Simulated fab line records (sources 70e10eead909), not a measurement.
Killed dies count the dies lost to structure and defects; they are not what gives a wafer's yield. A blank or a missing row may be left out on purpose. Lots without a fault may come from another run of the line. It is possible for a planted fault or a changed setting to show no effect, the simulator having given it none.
fab line records	flow nand-harc
record: lots: 15	wafers: 43	last-day: 24
route steps=1159 shown P_BONDPAD@377 A_ONON_D1@443
lots that met no fault: taken from a fault-free run of the same line
start-h: hours from the record's opening day to when the first of the lot's shown wafers began	wait-h: hours from the lot's prior step to this one	" same as the row above	L1.1+2: a single row standing in for several wafers	- either no value or no given start	* or withheld: withheld	< > ~ a bound
route shown NAME@n: a module of which the file shows steps, and the number in the route of the first	usual: mean/standard deviation taken from wafers without a fault	same: alike in all rows	chamber/n: place in a boat	sites: the reading at each site	_std_site: how widely they spread, as a standard deviation	_edge_site: inner sites' mean taken away from outer sites' mean	radius-mm: for every site, how far away it sits from the centre of the wafer	mask NAME#n: copy n	behind: the last tool/chamber to shape the wafer	hold: cause of the lot's hold/its duration in hours/its outcome	device: names the non-switching transistor (n, p or np)	end of line: tests run on the same wafers once the route is complete	a step given without rows: its recipe and nothing more	killed: at the first sort, the dies lost to defects and structure; wafer yield is something else	map: dies across one wafer; x = killed, . = not, _ = none there
set.NAME: the setting that was run; set.NAME@STEP: the one run at that earlier step	model.NAME: the simulator's own value behind a step, which no gauge read
steps of the route over a sample of lots; a table a step, a row a wafer
services: the hour from which a tool's chamber was out of use, counted from the record's first day as start-h (under 0 if before that day), plus the number of hours and why
== steps ==
step: NHARC_P_BONDPAD_PVD_27
recipe: target-thk-a: 300	chamber-pressure-pa: 5	power-w: 5000	substrate-temp-c: 30	time-s: 20.49	material: Cu
usual: throttle-valve-pct: 29.4/0.71
lot.wafer	tool	chamber	start-h	wait-h	throttle-valve-pct
L791.2	pvd-sputter-01	-	-	-	30.3
L791.6	"	-	"	"	30.5
L791.5	"	-	"	"	29.6
L792.3	pvd-sputter-03	-	-	-	27.7
L792.4	"	-	"	"	29.8
L792.5	"	-	"	"	31.1
L794.4	pvd-sputter-02	-	-	-	29.4
L794.1	"	-	"	"	29.2
L794.3	"	-	"	"	29.3
L796.2	pvd-sputter-01	-	-	-	30.4
L796.6	"	-	"	"	29.3
L796.5	"	-	"	"	29.4
L797.4	pvd-sputter-02	-	-	-	29.5
L797.5	"	-	"	"	29.4
L798.4	pvd-sputter-01	-	-	-	29.6
L798.5	"	-	"	"	29.2
L806.3	pvd-sputter-01	-	-	-	29.5
L806.4	"	-	"	"	29.1
L806.6	"	-	"	"	29.1
L805.4	pvd-sputter-02	-	-	-	28.3
L805.1	"	-	"	"	29.9
L805.6	"	-	"	"	28.2
L807.2	pvd-sputter-01	-	-	-	30.8
L807.4	"	-	"	"	28.9
L807.5	"	-	"	"	29.3
L810.1	pvd-sputter-01	-	-	-	29.5
L810.2	"	-	"	"	29.2
L810.6	"	-	"	"	29.3
L809.1	pvd-sputter-02	-	-	-	29.7
L809.3	"	-	"	"	30.0
L809.6	"	-	"	"	28.3
L812.2	pvd-sputter-01	-	-	-	30.4
L812.3	"	-	"	"	29.2
L812.6	"	-	"	"	30.4
L811.1	pvd-sputter-01	-	-	-	29.3
L811.4	"	-	"	"	30.3
L811.5	"	-	"	"	29.3
L813.2	pvd-sputter-01	-	-	-	29.1
L813.3	"	-	"	"	29.4
L813.4	"	-	"	"	29.3
L814.1	pvd-sputter-03	-	-	-	30.0
L814.2	"	-	"	"	27.7
L814.4	"	-	"	"	31.0
step: NHARC_A_ONON_D1_THK_MEAS_27
recipe: thk-meas-gauge: ellipsometry
usual: thk-nm: 995/8.9
lot.wafer	tool	chamber	start-h	wait-h	thk-nm
L792.3	film-metro-02	-	169.79	-	990
L792.4	"	-	"	"	989
L792.5	"	-	"	"	988
L791.2	film-metro-02	-	169.81	-	1004
L791.5	"	-	"	"	1002
L791.6	"	-	"	"	1004
L794.1	film-metro-01	-	186.83	-	993
L794.3	"	-	"	"	996
L794.4	"	-	"	"	996
L796.2	film-metro-02	-	201.23	-	989
L796.5	"	-	"	"	990
L796.6	"	-	"	"	989
L797.4	film-metro-02	-	201.58	-	1008
L797.5	"	-	"	"	1010
L798.4	film-metro-02	-	211.07	-	1001
L798.5	"	-	"	"	999
L806.3	film-metro-01	-	265.00	-	976
L806.4	"	-	"	"	975
L806.6	"	-	"	"	974
L805.1	film-metro-02	-	265.03	-	985
L805.4	"	-	"	"	987
L805.6	"	-	"	"	988
L807.2	film-metro-01	-	275.45	-	999
L807.4	"	-	"	"	998
L807.5	"	-	"	"	1000
L810.1	film-metro-02	-	275.46	-	993
L810.2	"	-	"	"	992
L810.6	"	-	"	"	992
L809.1	film-metro-02	-	275.81	-	998
L809.3	"	-	"	"	997
L809.6	"	-	"	"	996
L812.2	film-metro-02	-	288.92	-	990
L812.3	"	-	"	"	992
L812.6	"	-	"	"	991
L811.1	film-metro-02	-	288.93	-	1002
L811.4	"	-	"	"	1004
L811.5	"	-	"	"	1005
L813.2	film-metro-01	-	297.53	-	1006
L813.3	"	-	"	"	1006
L813.4	"	-	"	"	1006
L814.1	film-metro-02	-	308.33	-	998
L814.2	"	-	"	"	999
L814.4	"	-	"	"	998
step: NHARC_A_ONON_D1_DEP_28
recipe: target-thk-a: 10000	n2-flow-sccm: 2750	n2o-flow-sccm: 2000	nh3-flow-sccm: 500	sih4-flow-sccm: 210	temp-c: 400
lot.wafer	tool	chamber	start-h	wait-h
L791.2+5+6	pecvd-onon-01	0	169.92	0.1
L792.3+4+5	pecvd-onon-04	0	169.97	0.2
L794.1+3+4	pecvd-onon-01	0	186.88	0.1
L796.2+5+6	pecvd-onon-04	0	201.48	0.2
L797.4+5	pecvd-onon-04	0	201.95	0.4
L798.4+5	pecvd-onon-04	0	211.30	0.2
L805.1+4+6	pecvd-onon-04	0	265.22	0.2
L806.3+4+6	pecvd-onon-01	0	265.31	0.3
L807.2+4+5	pecvd-onon-01	0	275.71	0.3
L810.1+2+6	pecvd-onon-04	0	275.81	0.4
L809.1+3+6	pecvd-onon-01	0	276.00	0.2
L811.1+4+5	pecvd-onon-03	0	288.98	0.1
L812.2+3+6	pecvd-onon-04	0	289.04	0.1
L813.2+3+4	pecvd-onon-01	0	297.65	0.1
L814.1+2+4	pecvd-onon-04	0	308.38	0.1
step: NHARC_A_ONON_D1_THK_MEAS_30
recipe: thk-meas-gauge: ellipsometry
usual: thk-nm: 998/7.3
lot.wafer	tool	chamber	start-h	wait-h	thk-nm
L792.3	film-metro-01	-	170.37	-	994
L792.4	"	-	"	"	994
L792.5	"	-	"	"	995
L791.2	film-metro-02	-	170.38	-	1018
L791.5	"	-	"	"	1017
L791.6	"	-	"	"	1018
L794.1	film-metro-02	-	187.39	-	1003
L794.3	"	-	"	"	1000
L794.4	"	-	"	"	1003
L796.2	film-metro-02	-	201.93	-	694
L796.5	"	-	"	"	693
L796.6	"	-	"	"	1005
L797.4	film-metro-01	-	202.28	-	1000
L797.5	"	-	"	"	689
L798.4	film-metro-02	-	211.64	-	993
L798.5	"	-	"	"	680
L806.3	film-metro-02	-	265.70	-	997
L806.4	"	-	"	"	995
L806.6	"	-	"	"	995
L805.1	film-metro-01	-	265.74	-	989
L805.4	"	-	"	"	987
L805.6	"	-	"	"	987
L807.2	film-metro-02	-	276.16	-	988
L807.4	"	-	"	"	990
L807.5	"	-	"	"	990
L810.1	film-metro-02	-	276.32	-	1000
L810.2	"	-	"	"	999
L810.6	"	-	"	"	998
L809.1	film-metro-02	-	276.52	-	991
L809.3	"	-	"	"	993
L809.6	"	-	"	"	992
L812.2	film-metro-02	-	289.49	-	999
L812.3	"	-	"	"	996
L812.6	"	-	"	"	997
L811.1	film-metro-01	-	289.52	-	987
L811.4	"	-	"	"	988
L811.5	"	-	"	"	989
L813.2	film-metro-01	-	298.10	-	996
L813.3	"	-	"	"	996
L813.4	"	-	"	"	996
L814.1	film-metro-02	-	308.90	-	997
L814.2	"	-	"	"	998
L814.4	"	-	"	"	997
== services ==
tool	chamber	start-h	hours	kind
pecvd-onon-03	-	153.00	13.0	pm
pecvd-onon-01	-	172.79	7.4	repair
pecvd-onon-01	-	195.00	13.0	pm
pvd-sputter-01	-	198.96	10.0	pm
pvd-sputter-02	-	214.00	10.0	pm
pecvd-onon-04	-	237.00	13.0	pm
pvd-sputter-02	-	245.56	2.8	repair
pvd-sputter-01	-	273.01	2.0	repair
pvd-sputter-03	-	280.00	10.0	pm
pvd-sputter-01	-	281.90	0.5	repair
pvd-sputter-03	-	291.89	11.0	repair
== key ==
first-sign: step: NHARC_A_ONON_D1_THK_MEAS_30	reading: thk-nm	direction: down	sigmas: 43	usual: 998	struck: 689
effect none on later readings
met-at NHARC_A_ONON_D1_DEP_28
struck-lots L796,L797,L798
struck-wafers L796.2,L796.5,L797.5,L798.5
later-rows-left-out L796.2,L796.5,L797.5,L798.5
sort-left-out L796.2,L796.5,L797.5,L798.5
tester-left-out L796,L797,L798
not-acting-at NHARC_P_BONDPAD_PVD_27,NHARC_A_ONON_D1_THK_MEAS_27
onset-between 169.97 201.48
fault: kind: process-parameter-drift	tool: pecvd-onon-04	chamber: -	onset-h: 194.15	steps: NHARC_A_ONON_D1_DEP_28	channel: target-thk-a	offset: *	shape: step	end-h: 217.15	scope: struck-wafers-only	acts-in: *	stated: *
tester-left-out: of these lots the tester's yield and bins aren't shown, on N5 and GAA mostly nor the transistor test; their killed dies are dies lost to structure and defects alone, not to doping, threshold or leakage, so they don't give the yield
sort-left-out: the simulated sort isn't trusted on such a fault, so these wafers' sort isn't shown, and their yield isn't known
later-rows-left-out: the simulator's readings of these wafers behind a module that went badly wrong aren't trusted and aren't shown, but for the sort
